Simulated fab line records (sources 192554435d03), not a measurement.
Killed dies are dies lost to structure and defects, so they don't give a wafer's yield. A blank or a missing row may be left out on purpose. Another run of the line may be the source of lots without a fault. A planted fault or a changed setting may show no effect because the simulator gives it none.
Chamber matching / flow n5_finfet / N5_PASSIVATION_STRIP_14 on rie_diel-01 has 4 sister chambers
The step strips in O2. 4 wafers are shown with their chamber, then 6 later ones without.

## WAFERS WITH THEIR CHAMBER
wafer=L545.4; chamber=3; showerhead_plenum_p_Torr (Torr)=1.99
wafer=L546.1; chamber=0; showerhead_plenum_p_Torr (Torr)=2.08
wafer=L546.2; chamber=2; showerhead_plenum_p_Torr (Torr)=2.17
wafer=L546.3; chamber=1; showerhead_plenum_p_Torr (Torr)=1.96

## WAFERS WITHOUT THEIR CHAMBER
wafer=L551.1; showerhead_plenum_p_Torr (Torr)=2.26
wafer=L551.4; showerhead_plenum_p_Torr (Torr)=2.08
wafer=L551.6; showerhead_plenum_p_Torr (Torr)=2.16
wafer=L559.1; showerhead_plenum_p_Torr (Torr)=2.25
wafer=L559.3; showerhead_plenum_p_Torr (Torr)=1.95
wafer=L559.5; showerhead_plenum_p_Torr (Torr)=2.25

## THE CHAMBER EACH PASSED THROUGH
wafer=L551.1; from the rows above=can't be placed: 2 or 0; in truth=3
wafer=L551.4; from the rows above=can't be placed: 0 or 2 or 3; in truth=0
wafer=L551.6; from the rows above=can't be placed: 2 or 0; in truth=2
wafer=L559.1; from the rows above=can't be placed: 2 or 0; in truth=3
wafer=L559.3; from the rows above=can't be placed: 1 or 3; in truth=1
wafer=L559.5; from the rows above=can't be placed: 2 or 0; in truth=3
Correctly placed: 0 of 6. Cannot be placed on the basis of these rows: 6; the candidates contain the true chamber in 3. 0 placed wrongly.
How it was worked out, from the rows above alone: a wafer's distance from a chamber is the root of the sum, over the readings, of the square of ((its reading less the chamber's mean) divided by the reading's scatter). The wafer belongs to the nearest chamber; if the next one is less than 2 further off, it can't be placed. The mean given for a chamber averages the wafers shown for that chamber. The scatter (one wafer shown for each chamber): square how far every hidden wafer sits from the nearest shown wafer, average those squares and take the square root.
